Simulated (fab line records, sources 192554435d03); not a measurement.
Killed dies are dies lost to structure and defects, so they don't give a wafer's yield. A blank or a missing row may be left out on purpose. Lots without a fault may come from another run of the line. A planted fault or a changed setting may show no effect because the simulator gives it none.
Split-lot experiment | flow n5_finfet | 7 lots, 21 wafers read, on a route of 1938 steps

THE SPLIT
At N5_BEOL_M9_COAT_60 (time 60 s, resist thk 30 nm), the setting spin_rpm was moved away from the recipe's 1500 rpm on 6 of the 21 wafers read, by -7.7% to +9.8%. The other wafers ran this setting at the recipe's value.

FROM THE SPLIT TO THE READING: what the file shows between them, 4 steps
- N5_BEOL_M9_COAT_05: resist thk 90 nm
- N5_BEOL_M9_EBR_07
- N5_BEOL_M9_DESCUM_16: chemistry O2, time 7.9 s
- N5_BEOL_M9_ETCH_61: etches SiARC in CF4, target depth 39 nm, time 65 s

THE READING
SiARC_of_BEOL_M9_COAT_60.thk_nm (the simulator's own value, which no gauge read), in nm, at N5_BEOL_M9_ETCH_62 (etches SOC in N2/H2, target depth 110 nm, overetch 22 nm, time 165 s). The file gives no usual value for it. The 15 wafers here that ran the recipe average 23.5 nm, standard deviation 0.12 nm.

wafer  | tool, chamber at the split | spin_rpm as run, rpm | against the recipe | SiARC_of_BEOL_M9_COAT_60.thk_nm, nm | against lot-mates on the recipe
L074.3 | litho_track-01, 0          | 1500                 | recipe             | 23.6                                | -
L074.5 | litho_track-01, 0          | 1500                 | recipe             | 23.4                                | -
L074.6 | litho_track-01, 0          | 1500                 | recipe             | 23.4                                | -
L075.2 | litho_track-04, 0          | 1500                 | recipe             | 23.6                                | -
L075.6 | litho_track-04, 0          | 1500                 | recipe             | 23.6                                | -
L075.4 | litho_track-04, 0          | 1630                 | +8.7%              | 22.6                                | -1.0
L077.2 | litho_track-05, 0          | 1500                 | recipe             | 23.6                                | -
L077.3 | litho_track-05, 0          | 1384                 | -7.7%              | 24.6                                | +1.1
L077.4 | litho_track-05, 0          | 1500                 | recipe             | 23.4                                | -
L079.1 | litho_track-01, 0          | 1500                 | recipe             | 23.6                                | -
L079.2 | litho_track-01, 0          | 1623                 | +8.2%              | 22.6                                | -1.0
L079.6 | litho_track-01, 0          | 1623                 | +8.2%              | 22.2                                | -1.4
L085.2 | litho_track-01, 0          | 1500                 | recipe             | 23.2                                | -
L085.5 | litho_track-01, 0          | 1500                 | recipe             | 23.4                                | -
L085.6 | litho_track-01, 0          | 1500                 | recipe             | 23.6                                | -
L089.1 | litho_track-05, 0          | 1647                 | +9.8%              | 22.2                                | -1.4
L089.3 | litho_track-05, 0          | 1500                 | recipe             | 23.6                                | -
L089.6 | litho_track-05, 0          | 1647                 | +9.8%              | 22.4                                | -1.2
L097.1 | litho_track-05, 0          | 1500                 | recipe             | 23.6                                | -
L097.2 | litho_track-05, 0          | 1500                 | recipe             | 23.6                                | -
L097.4 | litho_track-05, 0          | 1500                 | recipe             | 23.6                                | -

THE FIT
A straight line over all 21 wafers: SiARC_of_BEOL_M9_COAT_60.thk_nm changes by -0.128 nm for each +1% of spin_rpm; r = -0.97; the points scatter about the line by 0.14 nm.
The same after taking each lot's own level away (the mean of its wafers on the recipe; 21 wafers): -0.135 nm for each +1%; r = -0.98; scatter 0.12 nm.
On that fit, the largest move of spin_rpm shifts the reading by 1.3 nm.
The lots' own levels span 23.40 to 23.60 nm, that is 1.6 times the standard deviation above.
So the lot-to-lot level changes the slope little: the two slopes agree.
Check: with one of the wafers moved furthest among these (+9.8%) left out of the fit, the line predicts -1.3 nm for it against its lot-mates. It came out at -1.4 nm against them.

OTHER SPLITS ON THESE WAFERS
These wafers also went through other splits before the reading. Each is held against what the fit with the lots' levels taken away leaves over:
other split on the same wafers | wafers away from the commonest value | r with SiARC_of_BEOL_M9_COAT_60.thk_nm (lot level and that fit taken away)
N5_BEOL_M8_DESCUM_16 time_s    | 7                                    | +0.37
N5_BEOL_M8_ETCH_62 bias_w      | 7                                    | +0.46

THE WHOLE CHAIN: every reading that the file lists as answering this split, in the file's order
step               | what it does                                                         | reading                                                                            | change (the file's fit)               | r (the file's)
N5_BEOL_M9_COAT_60 | time 60 s, resist thk 30 nm                                          | SiARC_of_BEOL_M9_COAT_60.thk_nm (the simulator's own value, which no gauge read)   | -0.154 nm for each +1% of the setting | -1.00
N5_BEOL_M9_ETCH_61 | etches SiARC in CF4, target depth 39 nm, time 65 s                   | CAR-ArF_of_BEOL_M9_COAT_05.thk_nm (the simulator's own value, which no gauge read) | +0.139 nm for each +1% of the setting | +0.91
N5_BEOL_M9_ETCH_61 | etches SiARC in CF4, target depth 39 nm, time 65 s                   | etch.depth_nm (the simulator's own value, which no gauge read)                     | -0.147 nm for each +1% of the setting | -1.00
N5_BEOL_M9_ETCH_62 | etches SOC in N2/H2, target depth 110 nm, overetch 22 nm, time 165 s | SiARC_of_BEOL_M9_COAT_60.thk_nm (the simulator's own value, which no gauge read)   | -0.133 nm for each +1% of the setting | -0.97

THE FILE'S OWN FIT
SiARC_of_BEOL_M9_COAT_60.thk_nm changes by -0.133 nm for each +1% of spin_rpm, r = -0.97.
